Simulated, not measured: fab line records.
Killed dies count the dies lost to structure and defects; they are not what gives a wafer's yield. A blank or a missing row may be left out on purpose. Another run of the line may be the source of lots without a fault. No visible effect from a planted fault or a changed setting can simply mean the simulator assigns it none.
Struck lot and sound lot, side by side -- flow n5Finfet -- 14 out of 1938 route steps
Sound: these wafers, L655.1, L655.2, L655.3. The struck wafers were L661.2, L661.3, L661.4. Last of all comes the cause.
Each step with rows lists, per side, the tool, then ch with its chambers, then its first start. Under that, the readings that differ: sound wafers -- struck wafers -- difference of the means -- sigmas: that difference in standard deviations of wafers without a fault.
alike: a reading whose means differ by less than 2 such deviations, as well as words and numbers matching on both sides. not compared: withheld readings; readings where some wafer has no value; bounds like >300 that might hide an equal value; numbers whose values overlap and for which the record gives no deviation.
A row with sigmas, a row that says differs or no value, or rows on one side alone: a step with any of these is where the two part. Non-overlapping numbers with no deviation appear without sigmas and do not part them. Lack of a reading on every wafer of one side parts them only where that side has two or more wafers.

first, 1 step without rows for these wafers: N5_BEOL_M14_STRIP_70 (strips in C4F8/O2/Ar).
N5_BEOL_M14_OCD_MEAS_35:
  sound on ocd-01 at day 12 10:03; struck on ocd-01 at day 13 06:59
  alike: trenchDepthNm
N5_BEOL_M14_STRIP_37: strips in O2.
  sound on rieDiel-06 ch 1,2,3, day 12 12:04; struck on rieDiel-03 ch 0,2,3, day 13 08:24
reading,sound,struck,difference,sigmas
rfHoursCounterH (h),168 122 237,43 87 68,-110,
  alike: chamberPressureMTorr, drypumpMotorCurrentA, oesProductAu, rfVppV, showerheadPlenumPTorr, throttleValvePct
N5_BEOL_M14_ETCH_38: etches SiCN in CF4/N2, target depth 106.5 nm, time 120.6 s.
  sound on rieDiel-06 ch 1,2,3; struck on rieDiel-03 ch 0,2,3
reading,sound,struck,difference,sigmas
rfHoursCounterH (h),168 122 237,43 87 68,-110,
  alike: chamberPressureMTorr, drypumpMotorCurrentA, oesProductAu, rfVppV, showerheadPlenumPTorr, throttleValvePct
then, 2 steps without rows for these wafers: N5_BEOL_M14_PRECLEAN_39 (cleans in residue remover, time 60 s); N5_BEOL_M14_SRD_40 (time 30 s, dry time 30 s).
N5_BEOL_M14_DEGAS_41: time 60 s.
  sound on pvdSputter-03 at day 12 12:34; struck on pvdSputter-03 at day 13 09:10
  alike: heaterPowerW
then, 1 step without rows for these wafers: N5_BEOL_M14_PRE_CLEAN_42 (time 30 s).
N5_BEOL_M14_SPUTTER_43: material TaN, target thk 15 nm, time 24.19 s.
  sound on pvdSputter-03 at day 12 12:39; struck on pvdSputter-03 at day 13 09:14
  alike: throttleValvePct
N5_BEOL_M14_SPUTTER_44: material Ta, target thk 15 nm, time 24.19 s.
  sound on pvdSputter-03 at day 12 12:44; struck on pvdSputter-03 at day 13 09:19
  alike: throttleValvePct
then, 2 steps without rows for these wafers: N5_BEOL_M14_SPUTTER_45 (material Cu, target thk 100 nm, time 16.67 s); N5_BEOL_M14_ECD_47 (material Cu, target thk 1248 nm).
N5_BEOL_M14_ANNEAL_48: time 90 s.
  sound on rtpAnneal-02 ch 0, day 12 13:07; struck on rtpAnneal-02, day 13 09:45
  no value came back on the struck wafers for annealTempC (C), annealTempCMax, wafer_temp_C_max; on the sound wafers annealTempC (C) reads 225.18 225.11 225.13
then, 1 step without rows for these wafers: N5_BEOL_M14_CMP_49 (polishes, stops on SiO2, t overpolish 5.2 s, target thk 560 nm).

WHERE THEY PART
Only at N5_BEOL_M14_ANNEAL_48, as far as this record shows.

WHY: whatever the simulator had introduced
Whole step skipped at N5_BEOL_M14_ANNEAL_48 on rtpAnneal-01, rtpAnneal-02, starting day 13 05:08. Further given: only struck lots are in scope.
